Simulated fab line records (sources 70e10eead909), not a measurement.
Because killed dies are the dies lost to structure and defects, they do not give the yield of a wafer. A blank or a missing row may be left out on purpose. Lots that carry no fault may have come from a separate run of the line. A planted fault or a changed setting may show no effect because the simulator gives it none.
A single fault, viewed from 3 desks | flow nand harc | each desk has only its own numbers; what lay behind them comes last

== THE DEFECT DESK ==
Inspection counts along the route, by lot: the mean over sampled wafers that carry a number. The brackets show how far a lot's mean lies from the usual mean; more than 4 standard deviations puts the lot out of limits, marked OUT.
Columns: A = raw defect count at NHARC_A_SGD_CUT_INSPECT_25, usual 396
lot  | first seen here | A
L329 | day 20 03:20    | 315
L330 | day 21 01:04    | 424
L331 | day 21 01:05    | 388
L332 | day 21 19:52    | 460
L333 | day 21 19:52    | 361
L334 | day 22 12:31    | 843 (+5.3) OUT
L336 | day 23 18:56    | 657
L343 | day 26 00:03    | 367
L346 | day 27 15:41    | 455
L347 | day 28 02:15    | 257
L348 | day 29 05:10    | 358
L349 | day 29 09:07    | 400
This desk's finding: out of limits on L334; first on L334, day 22 12:31 (raw defect count at NHARC_A_SGD_CUT_INSPECT_25). In limits: L329, L330, L331, L332, L333, L336, L343, L346, L347, L348, L349.

== FROM THE METROLOGY DESK ==
Lot by lot, what the gauges showed, no matter which tool ran the lot: averages of those sampled wafers that carry a number. The brackets show how far a lot's mean lies from the usual mean; more than 4 standard deviations puts the lot out of limits, marked OUT.
Columns: A = cd nm at NHARC_A_SGD_CUT_CD_MEAS_09, usual 100.0 nm
lot  | first seen here | A
L329 | day 19 20:27    | 99.1
L331 | day 20 18:16    | 100.4
L330 | day 20 18:38    | 100.9
L332 | day 21 11:41    | 99.3
L333 | day 21 11:51    | 100.9
L334 | day 22 05:49    | 99.9
L336 | day 23 12:07    | 99.4
L343 | day 25 17:09    | 98.8
L346 | day 27 09:01    | 99.7
L347 | day 27 19:34    | 100.2
L348 | day 28 22:30    | 100.6
L349 | day 29 02:04    | 100.3
This desk's verdict: no lot among the 12 shows anything out of limits.

== FOR THE TOOL OWNER'S DESK: cmp-02 ==
The tool's own readings at NHARC_A_SGD_CUT_CMP_21 (polishes, target thk 148.19 nm): means of the sampled wafers that have a number, for each lot that ran on this tool. The brackets show how far a lot's mean lies from the usual mean; more than 4 standard deviations puts the lot out of limits, marked OUT.
Columns: A = motor current A at NHARC_A_SGD_CUT_CMP_21, usual 11.6 A; B = slurry filter dp kPa at NHARC_A_SGD_CUT_CMP_21, usual 13.49 kPa; C = time to endpoint s at NHARC_A_SGD_CUT_CMP_21, usual 51 s
lot  | first seen here | A    | B     | C
L331 | day 21 00:20    | 11.4 | 13.45 | 52
L333 | day 21 19:08    | 11.4 | 13.46 | 53
L334 | day 22 11:46    | 11.9 | 13.68 | 51
L336 | day 23 18:14    | 11.8 | 13.56 | 51
L343 | day 25 23:21    | 12.2 | 13.69 | 52
L346 | day 27 15:01    | 12.8 | 13.42 | 52
This desk's verdict: no lot among the 6 shows anything out of limits.

== BROUGHT TOGETHER ==
The defect desk could have raised an alarm at day 22 12:31, on L334.
Nothing out of limits was seen by the metrology desk.
The desk of the tool owner found nothing out of limits.
The metrology desk has L334 on record, within its limits.
Tool owner's desk: L334 on record, inside its limits.
The lots listed all ran NHARC_A_SGD_CUT_CMP_21 on cmp-02.

== WHAT HAD BEEN PUT IN BY THE SIMULATOR ==
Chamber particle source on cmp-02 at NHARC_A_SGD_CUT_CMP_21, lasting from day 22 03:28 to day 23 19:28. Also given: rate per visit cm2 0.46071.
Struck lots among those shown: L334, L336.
Hours from the fault's start to each desk's first reading out of limits: the defect desk, 9.
